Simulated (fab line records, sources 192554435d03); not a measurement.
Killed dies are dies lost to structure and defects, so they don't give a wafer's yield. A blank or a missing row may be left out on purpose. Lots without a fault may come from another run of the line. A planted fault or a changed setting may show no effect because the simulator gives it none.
A struck lot beside a sound one | flow n5_finfet | 13 steps out of a route of 1938
Sound: wafers L871.1, L871.2, L871.3. Struck: wafers L879.2, L879.3, L879.4. The cause comes at the end.
At each step with rows: each side's tool, then ch and its chambers, then its first start. Under that, the readings that differ: sound wafers | struck wafers | difference of the means | sigmas: that difference in standard deviations of wafers without a fault.
alike: readings whose means differ by less than 2 such deviations, and words and numbers that are the same on both sides. not compared: withheld readings, readings that some wafer has no value for, bounds like >300 that may hide the same value, and numbers for which the record gives no deviation and whose values overlap.
The two part at a step that has a row with sigmas, a row that says differs or no value, or rows on one side only. Numbers that don't overlap but have no deviation are shown without sigmas and don't part them. A reading that every wafer of one side lacks parts them only if that side has two wafers or more.

first, 9 steps without rows for these wafers: N5_BEOL_M3_EBR_24; N5_BEOL_M3_SOFTBAKE_23 (time 60 s); N5_BEOL_M3_EXPOSE_25 (exposes mask V2, defocus 5 nm); N5_BEOL_M3_PEB_26 (peb time 60 s); N5_BEOL_M3_DEVELOP_27 (develop time 30 s); N5_BEOL_M3_DESCUM_33 (chemistry O2, time 7 s); N5_BEOL_M3_ETCH_77 (etches underlayer in N2/H2, target depth 6.5 nm, time 5.2 s); N5_BEOL_M3_ETCH_69 (etches SiARC in CF4, target depth 15.6 nm, time 26 s); N5_BEOL_M3_ALD_98 (deposits SiO2, target thk 2.5 nm, pulse time 1 s, co reactant pulse time 1 s).
N5_BEOL_M3_ETCHBACK_99: etches SiO2 in CHF3, target depth 5 nm, time 10.4 s.
  sound on rie_diel-04 ch 0,1,2, day 8 21:40; struck on rie_diel-04 ch 0,2,3, day 11 02:43
  no value came back on the struck wafers for any of 9 readings (CHF3_flow_sccm (sccm), bias_w (W) and others); on the sound wafers CHF3_flow_sccm (sccm) reads 12.05 12.00 11.97
then, 1 step without rows for these wafers: N5_BEOL_M3_ETCH_70 (etches SOC in N2/H2, target depth 80 nm, overetch 16 nm, time 120 s).
N5_BEOL_M4_RC_MEAS_101:
  the record has rows for the sound wafers here (prober-02 ch 0, day 9 12:39) and none for the struck ones
-- the record jumps here: 5 days lie between the struck wafers' starts before and after (it left off in module BEOL_M4 and takes up again in module PASSIVATION, whose first step shown is number 1936 of the route) --
N5_PASSIVATION_PROBE_49:
  the record has rows for the struck wafers here (prober-02, day 15 23:02) and none for the sound ones

WHERE THEY PART
First at N5_BEOL_M3_ETCHBACK_99; last, within this record, at N5_PASSIVATION_PROBE_49.

WHY: what the simulator had put in
Skipped step whole: rie_diel-04, from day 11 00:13 on, at N5_BEOL_M3_ETCHBACK_99. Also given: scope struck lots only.
